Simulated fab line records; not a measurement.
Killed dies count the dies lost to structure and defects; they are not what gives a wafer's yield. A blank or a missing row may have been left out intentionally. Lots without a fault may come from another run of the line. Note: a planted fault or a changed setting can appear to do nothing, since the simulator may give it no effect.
Which of the tools did it? | flow n5Finfet | Sampling: 11 lots, 32 wafers, 4 of 1938 route steps

== WHAT EACH GAUGE READ, for each wafer ==
N5_PASSIVATION_OVL_MEAS_66. Usual: for PASS_OPEN_OVL the level is -1 nm and the standard deviation is 5.6.
lot  | measured     | on         | PASS_OPEN_OVL (nm) | flag
L379 | day 14 15:40 | overlay-01 | -1 -2 3            | 
L382 | day 14 21:01 | overlay-02 | -3 1 -1            | 
L383 | day 16 12:23 | overlay-02 | -1 -7              | 
L385 | day 15 16:26 | overlay-02 | 3 4 15             | 
L384 | day 15 23:56 | overlay-02 | 4 -1 0             | 
L387 | day 16 00:36 | overlay-02 | 8 -6 -4            | 
L388 | day 16 12:29 | overlay-01 | -9 1 -4            | 
L391 | day 17 04:52 | overlay-02 | 11 -5 6            | 
L394 | day 17 03:56 | overlay-02 | -8 0 -3            | 
L396 | day 18 17:50 | overlay-02 | -5 -7 -6           | 
L399 | day 19 07:12 | overlay-01 | 5 0 4              | 

== WHAT TOOL EACH LOT RAN ON (gives the tool, then ch and the chambers of the sampled wafers, and finally the start) ==
lot  | N5_BEOL_M5_TRENCH_ETCH_37         | N5_PASSIVATION_AL_DEP_21    | N5_PASSIVATION_STRIP_34
L379 | rieDiel-01 ch 0,1,3, day 9 23:33  | pvdSputter-02, day 14 13:05 | rieDiel-03 ch 0,1,2, day 14 14:23
L382 | rieDiel-01 ch 0,1,3, day 10 03:50 | pvdSputter-02, day 14 18:44 | rieDiel-05 ch 0,2,3, day 14 19:57
L383 | rieDiel-06 ch 0,1, day 11 01:59   | pvdSputter-03, day 16 09:53 | rieDiel-04 ch 2, day 16 11:12
L385 | rieDiel-06 ch 0,1,3, day 11 04:32 | pvdSputter-01, day 15 14:03 | rieDiel-03 ch 0,1,3, day 15 15:22
L384 | rieDiel-02 ch 2,3, day 11 04:35   | pvdSputter-01, day 15 21:24 | rieDiel-04 ch 0,2,3, day 15 22:38
L387 | rieDiel-02 ch 0,1,2, day 11 13:27 | pvdSputter-03, day 15 21:50 | rieDiel-05 ch 0,1,2, day 15 23:19
L388 | rieDiel-06 ch 0,1,3, day 11 19:59 | pvdSputter-03, day 16 10:13 | rieDiel-04 ch 0,3, day 16 11:25
L391 | rieDiel-02 ch 0,2,3, day 12 18:37 | pvdSputter-01, day 17 02:16 | rieDiel-03 ch 1,2,3, day 17 03:33
L394 | rieDiel-06 ch 0,2,3, day 13 02:55 | pvdSputter-03, day 17 01:20 | rieDiel-03 ch 0,1,3, day 17 02:37
L396 | rieDiel-06 ch 0,2,3, day 14 11:02 | pvdSputter-01, day 18 15:35 | rieDiel-03 ch 2,3, day 18 16:46
L399 | rieDiel-02 ch 1,2,3, day 14 19:08 | pvdSputter-03, day 19 04:19 | rieDiel-03 ch 0,2,3, day 19 05:59
- N5_BEOL_M5_TRENCH_ETCH_37: etches SiCOH lowk in C4F6/O2, target depth 71.652 nm, time 24.7 s.
- N5_PASSIVATION_AL_DEP_21: deposits Al, target thk 2800 nm, time 170 s.
- N5_PASSIVATION_STRIP_34: strips in O2.

== WHAT THE TOOLS THEMSELVES READ (means of the sampled wafers that have a number; where no wafer has one, the mark that the record gives instead) ==
N5_BEOL_M5_TRENCH_ETCH_37. Usual: O2_flow_sccm 9.998 sccm, standard deviation 0.028; drypumpMotorCurrentA 5.85 A, standard deviation 0.27; oes_o_777_au 0.76 a.u., standard deviation 0.09; oesProductAu 0.76 a.u., standard deviation 0.088; rfVppV 665 V, standard deviation 9.3; showerheadPlenumPTorr 2.86 Torr, standard deviation 0.093; throttleValvePct 21.01 %, standard deviation 0.23.
lot  | tool       | O2_flow_sccm (sccm) | drypumpMotorCurrentA (A) | oes_o_777_au (a.u.) | oesProductAu (a.u.) | rfVppV (V) | showerheadPlenumPTorr (Torr) | throttleValvePct (%) | flag
L379 | rieDiel-01 | 10.015              | 5.82                     | 0.76                | 0.77                | 660        | 2.89                         | 20.94                | 
L382 | rieDiel-01 | 9.982               | 5.82                     | 0.76                | 0.76                | 659        | 2.89                         | 20.94                | 
L383 | rieDiel-06 | 9.991               | 5.79                     | 0.81                | 0.77                | 654        | 2.85                         | 20.96                | 
L385 | rieDiel-06 | 10.009              | 5.83                     | 0.84                | 0.81                | 656        | 2.83                         | 20.98                | 
L384 | rieDiel-02 | 10.011              | 5.58                     | 0.68                | 0.70                | 671        | 2.95                         | 21.26                | 
L387 | rieDiel-02 | 9.991               | 5.87                     | 0.70                | 0.71                | 671        | 2.87                         | 21.06                | 
L388 | rieDiel-06 | 10.054              | 5.81                     | 0.84                | 0.81                | 656        | 2.83                         | 21.00                | 
L391 | rieDiel-02 | 10.010              | 5.70                     | 0.78                | 0.79                | 665        | 2.85                         | 21.04                | 
L394 | rieDiel-06 | 9.976               | 5.91                     | 0.82                | 0.81                | 656        | 2.79                         | 20.95                | 
L396 | rieDiel-06 | 9.992               | 5.90                     | 0.81                | 0.80                | 657        | 2.79                         | 20.96                | 
L399 | rieDiel-02 | 9.991               | 5.86                     | 0.76                | 0.77                | 671        | 2.94                         | 21.06                | 

N5_PASSIVATION_AL_DEP_21. Usual: throttleValvePct at 30.4 %, with a standard deviation of 1.2.
lot  | tool          | throttleValvePct (%) | flag
L379 | pvdSputter-02 | 30.2                 | 
L382 | pvdSputter-02 | 30.2                 | 
L383 | pvdSputter-03 | 29.6                 | 
L385 | pvdSputter-01 | 31.4                 | 
L384 | pvdSputter-01 | 31.2                 | 
L387 | pvdSputter-03 | 30.4                 | 
L388 | pvdSputter-03 | 28.6                 | 
L391 | pvdSputter-01 | 31.3                 | 
L394 | pvdSputter-03 | 29.7                 | 
L396 | pvdSputter-01 | 31.1                 | 
L399 | pvdSputter-03 | 30.6                 | 

N5_PASSIVATION_STRIP_34. Usual: drypumpMotorCurrentA 5.7 A, standard deviation 0.37; oesProductAu 0.81 a.u., standard deviation 0.08; rfVppV 3.6 V, standard deviation 1.5; showerheadPlenumPTorr 2.08 Torr, standard deviation 0.093; tempC 60.03 C, standard deviation 0.12; throttleValvePct 16.73 %, standard deviation 0.19.
lot  | tool       | drypumpMotorCurrentA (A) | oesProductAu (a.u.) | rfVppV (V) | showerheadPlenumPTorr (Torr) | tempC (C) | throttleValvePct (%) | flag
L379 | rieDiel-03 | 5.7                      | 0.76                | 2.6        | 2.04                         | 60.00     | 16.70                | 
L382 | rieDiel-05 | 5.4                      | 0.81                | 3.3        | 2.06                         | 60.06     | 16.77                | 
L383 | rieDiel-04 | 6.0                      | 0.78                | 5.2        | 2.01                         | 59.88     | 16.75                | 
L385 | rieDiel-03 | 5.7                      | 0.81                | 3.8        | 2.06                         | 60.04     | 16.65                | 
L384 | rieDiel-04 | 6.2                      | 0.84                | 4.7        | 2.09                         | 60.14     | 16.79                | 
L387 | rieDiel-05 | 5.6                      | 0.79                | 3.6        | 2.03                         | 60.15     | 16.91                | 
L388 | rieDiel-04 | 6.2                      | 0.83                | 2.2        | 2.14                         | 59.91     | 16.88                | 
L391 | rieDiel-03 | 5.6                      | 0.77                | 5.2        | 2.12                         | 60.13     | 16.64                | 
L394 | rieDiel-03 | 5.7                      | 0.78                | 4.0        | 2.06                         | 59.94     | 16.66                | 
L396 | rieDiel-03 | 5.6                      | 0.90                | 4.0        | 2.09                         | 60.00     | 16.48                | 
L399 | rieDiel-03 | 5.6                      | 0.90                | 3.8        | 2.15                         | 60.14     | 16.52                | 

== THE ANSWER, worked out from the rows above alone ==
Rule: a lot is off if the mean of its wafers that have a number lies more than 3 standard deviations from the usual mean. Also off: a lot with no number at a reading for which 4 or more lots have one. Any other lot the step has rows for is counted as sound. Order of review: gauges by route order, followed by the tools' own readings, for which a lot's mean as printed above is used. At the first step where some lot is off, the reading lying furthest off is the one used; lots without a number count as furthest.
Nothing can be told from this: no lot is off at any reading shown.

== WHAT HAD BEEN PUT IN BY THE SIMULATOR ==
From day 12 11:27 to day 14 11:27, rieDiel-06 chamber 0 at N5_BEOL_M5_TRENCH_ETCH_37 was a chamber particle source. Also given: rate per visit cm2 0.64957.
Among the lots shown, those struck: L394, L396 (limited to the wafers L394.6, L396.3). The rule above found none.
